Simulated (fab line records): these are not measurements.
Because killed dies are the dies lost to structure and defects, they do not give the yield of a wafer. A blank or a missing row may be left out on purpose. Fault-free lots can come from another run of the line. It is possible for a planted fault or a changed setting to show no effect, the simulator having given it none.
Matching of chambers :: flow nand harc :: NHARC_P_BONDPAD_DESCUM_11 on rie diel-01 has 4 sister chambers
The step chemistry O2, time 3 s. 20 wafers are shown with their chamber, then 10 later ones without.

== WAFERS WITH THEIR CHAMBER ==
wafer: L077.2
chamber: 2
showerhead plenum p Torr (Torr): 1.79
drypump motor current A (A): 5.7
oes product au (a.u.): 1.012

wafer: L077.4
chamber: 1
showerhead plenum p Torr (Torr): 1.81
drypump motor current A (A): 5.7
oes product au (a.u.): 1.007

wafer: L077.6
chamber: 2
showerhead plenum p Torr (Torr): 1.79
drypump motor current A (A): 5.7
oes product au (a.u.): 1.019

wafer: L082.1
chamber: 0
showerhead plenum p Torr (Torr): 1.90
drypump motor current A (A): 6.5
oes product au (a.u.): 0.989

wafer: L082.2
chamber: 2
showerhead plenum p Torr (Torr): 1.79
drypump motor current A (A): 5.7
oes product au (a.u.): 1.001

wafer: L082.3
chamber: 1
showerhead plenum p Torr (Torr): 1.81
drypump motor current A (A): 5.7
oes product au (a.u.): 1.002

wafer: L082.4
chamber: 3
showerhead plenum p Torr (Torr): 2.05
drypump motor current A (A): 5.3
oes product au (a.u.): 0.986

wafer: L082.5
chamber: 1
showerhead plenum p Torr (Torr): 1.81
drypump motor current A (A): 5.7
oes product au (a.u.): 1.000

wafer: L082.6
chamber: 0
showerhead plenum p Torr (Torr): 1.90
drypump motor current A (A): 6.5
oes product au (a.u.): 0.989

wafer: L083.2
chamber: 1
showerhead plenum p Torr (Torr): 1.81
drypump motor current A (A): 5.7
oes product au (a.u.): 1.010

wafer: L083.4
chamber: 0
showerhead plenum p Torr (Torr): 1.90
drypump motor current A (A): 6.5
oes product au (a.u.): 1.002

wafer: L083.5
chamber: 1
showerhead plenum p Torr (Torr): 1.81
drypump motor current A (A): 5.7
oes product au (a.u.): 1.003

wafer: L085.2
chamber: 3
showerhead plenum p Torr (Torr): 2.05
drypump motor current A (A): 5.2
oes product au (a.u.): 0.993

wafer: L085.3
chamber: 1
showerhead plenum p Torr (Torr): 1.81
drypump motor current A (A): 5.7
oes product au (a.u.): 0.991

wafer: L085.6
chamber: 1
showerhead plenum p Torr (Torr): 1.81
drypump motor current A (A): 5.7
oes product au (a.u.): 0.993

wafer: L086.1
chamber: 1
showerhead plenum p Torr (Torr): 1.81
drypump motor current A (A): 5.7
oes product au (a.u.): 0.992

wafer: L086.4
chamber: 2
showerhead plenum p Torr (Torr): 1.78
drypump motor current A (A): 5.7
oes product au (a.u.): 1.015

wafer: L086.6
chamber: 0
showerhead plenum p Torr (Torr): 1.90
drypump motor current A (A): 6.5
oes product au (a.u.): 0.982

wafer: L088.3
chamber: 2
showerhead plenum p Torr (Torr): 1.78
drypump motor current A (A): 5.7
oes product au (a.u.): 1.022

wafer: L088.4
chamber: 1
showerhead plenum p Torr (Torr): 1.81
drypump motor current A (A): 5.7
oes product au (a.u.): 1.001

SIGNATURES, as means of the wafers listed above
reading: showerhead plenum p Torr
chamber 0: 1.9000
chamber 1: 1.8100
chamber 2: 1.7860
chamber 3: 2.0500
scatter within a chamber: 0.00274

reading: drypump motor current A
chamber 0: 6.500
chamber 1: 5.700
chamber 2: 5.700
chamber 3: 5.250
scatter within a chamber: 0.0177

reading: oes product au
chamber 0: 0.99050
chamber 1: 0.99989
chamber 2: 1.01380
chamber 3: 0.98950
scatter within a chamber: 0.0073
Rule: a wafer lies at a distance from a chamber equal to the root of the sum of squares, over the readings, of (its reading less the chamber's mean, divided by the reading's scatter). If the next closest chamber is less than 2 further off than the closest, the wafer can't be placed; otherwise it belongs to the closest. The scatter: take each reading less its chamber's mean, square it, sum over the shown wafers, divide by the number of wafers less the number of chambers, and take the root.

== WAFERS WITHOUT THEIR CHAMBER ==
wafer: L088.6
showerhead plenum p Torr (Torr): 1.90
drypump motor current A (A): 6.5
oes product au (a.u.): 0.985

wafer: L090.3
showerhead plenum p Torr (Torr): 1.90
drypump motor current A (A): 6.5
oes product au (a.u.): 0.997

wafer: L090.4
showerhead plenum p Torr (Torr): 1.81
drypump motor current A (A): 5.7
oes product au (a.u.): 0.994

wafer: L090.5
showerhead plenum p Torr (Torr): 1.81
drypump motor current A (A): 5.7
oes product au (a.u.): 0.998

wafer: L095.1
showerhead plenum p Torr (Torr): 1.78
drypump motor current A (A): 5.7
oes product au (a.u.): 1.015

wafer: L095.3
showerhead plenum p Torr (Torr): 1.90
drypump motor current A (A): 6.5
oes product au (a.u.): 0.973

wafer: L095.5
showerhead plenum p Torr (Torr): 2.05
drypump motor current A (A): 5.3
oes product au (a.u.): 0.988

wafer: L096.1
showerhead plenum p Torr (Torr): 2.05
drypump motor current A (A): 5.2
oes product au (a.u.): 0.994

wafer: L096.2
showerhead plenum p Torr (Torr): 1.78
drypump motor current A (A): 5.6
oes product au (a.u.): 1.004

wafer: L096.4
showerhead plenum p Torr (Torr): 1.90
drypump motor current A (A): 6.5
oes product au (a.u.): 0.980

== EACH ONE'S CHAMBER ==
wafer: L088.6
from the rows above: 0
in truth: 0

wafer: L090.3
from the rows above: 0
in truth: 0

wafer: L090.4
from the rows above: 1
in truth: 1

wafer: L090.5
from the rows above: 1
in truth: 1

wafer: L095.1
from the rows above: 2
in truth: 2

wafer: L095.3
from the rows above: 0
in truth: 0

wafer: L095.5
from the rows above: 3
in truth: 3

wafer: L096.1
from the rows above: 3
in truth: 3

wafer: L096.2
from the rows above: 2
in truth: 2

wafer: L096.4
from the rows above: 0
in truth: 0
Placed correctly: 10 of 10. Can't be placed from these rows: 0. 0 placed wrongly.
